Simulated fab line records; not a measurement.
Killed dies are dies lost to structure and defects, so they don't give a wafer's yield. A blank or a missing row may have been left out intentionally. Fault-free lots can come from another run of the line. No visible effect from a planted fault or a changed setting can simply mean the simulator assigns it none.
A struck lot beside a sound one :: flow nand-harc :: 13 out of 1159 route steps
Sound: the wafers L616.1, L616.3, L616.4. Wafers L625.1, L625.2, L625.3 were the ones struck. The cause is given at the end.
For every step that has rows: the tool of each side, followed by ch and its chambers, followed by its first start. Under that, the readings that differ: sound wafers :: struck wafers :: difference of the means :: sigmas: that difference in standard deviations of wafers without a fault.
alike: a reading whose means differ by less than 2 such deviations, as well as words and numbers matching on both sides. not compared: withheld readings; readings where some wafer has no value; bounds like >300 that might hide an equal value; numbers whose values overlap and for which the record gives no deviation.
A row with sigmas, a row that says differs or no value, or rows on one side alone: a step with any of these is where the two part. Non-overlapping numbers with no deviation appear without sigmas and do not part them. A reading missing from all wafers of one side parts the sides only when that side holds two or more wafers.

NHARC_A_ZERO_WELL_INSPECT_17:
  sound on defect-inspect-02, day 8 12:41; struck on defect-inspect-02, day 10 18:18
  alike: raw-defect-count
then, 3 steps without rows for these wafers: NHARC_A_SOURCE_PLATE_PRECLEAN_00 (cleans in HF-LAST, time 60 s); NHARC_A_SOURCE_PLATE_SRD_01; NHARC_A_SOURCE_PLATE_OXIDE_02 (material SiO2, target thk 10 nm, ox time 1362 s).
NHARC_A_SOURCE_PLATE_THK_MEAS_09: measures by ellipsometry.
  sound on film-metro-02, day 8 19:59; struck on film-metro-02, day 10 23:19
  alike: thk-nm
then, 3 steps without rows for these wafers: NHARC_A_SOURCE_PLATE_PVD_04 (deposits WSi2, target thk 50 nm); NHARC_A_SOURCE_PLATE_CVD_03 (deposits poly-Si, target thk 200 nm, time 4000 s); NHARC_A_SOURCE_PLATE_ANNEAL_05 (time 1800 s).
NHARC_A_SOURCE_PLATE_THK_MEAS_06: measures by ellipsometry.
  sound on film-metro-01, day 9 12:54; struck on film-metro-01, day 11 12:29
  alike: thk-nm
NHARC_A_SOURCE_PLATE_INSPECT_08:
  sound on defect-inspect-02, day 9 12:58; struck on defect-inspect-01, day 11 12:33
reading: raw-defect-count
sound: 39 35 49
struck: 154 42 87
difference: +53
sigmas: +2
NHARC_A_ONON_D1_DEP_00: target thk 1000 nm.
  sound on pecvd-onon-02 ch 0, day 9 13:02; struck on pecvd-onon-02 ch 0, day 11 12:37
  alike: n2-flow-sccm
NHARC_A_ONON_D1_THK_MEAS_02: measures by ellipsometry.
  sound on film-metro-01, day 9 13:33; struck on film-metro-01, day 11 13:08
reading: thk-nm (nm)
sound: 988 988 987
struck: 944 944 945
difference: -43
sigmas: -5
then NHARC_A_ONON_D1_DEP_03 (target thk 1000 nm), 1 step lacking rows for these wafers.

## WHERE THEY PART
At NHARC_A_SOURCE_PLATE_INSPECT_08 first; at NHARC_A_ONON_D1_THK_MEAS_02 last (within this record only).

WHY: what the simulator had put in
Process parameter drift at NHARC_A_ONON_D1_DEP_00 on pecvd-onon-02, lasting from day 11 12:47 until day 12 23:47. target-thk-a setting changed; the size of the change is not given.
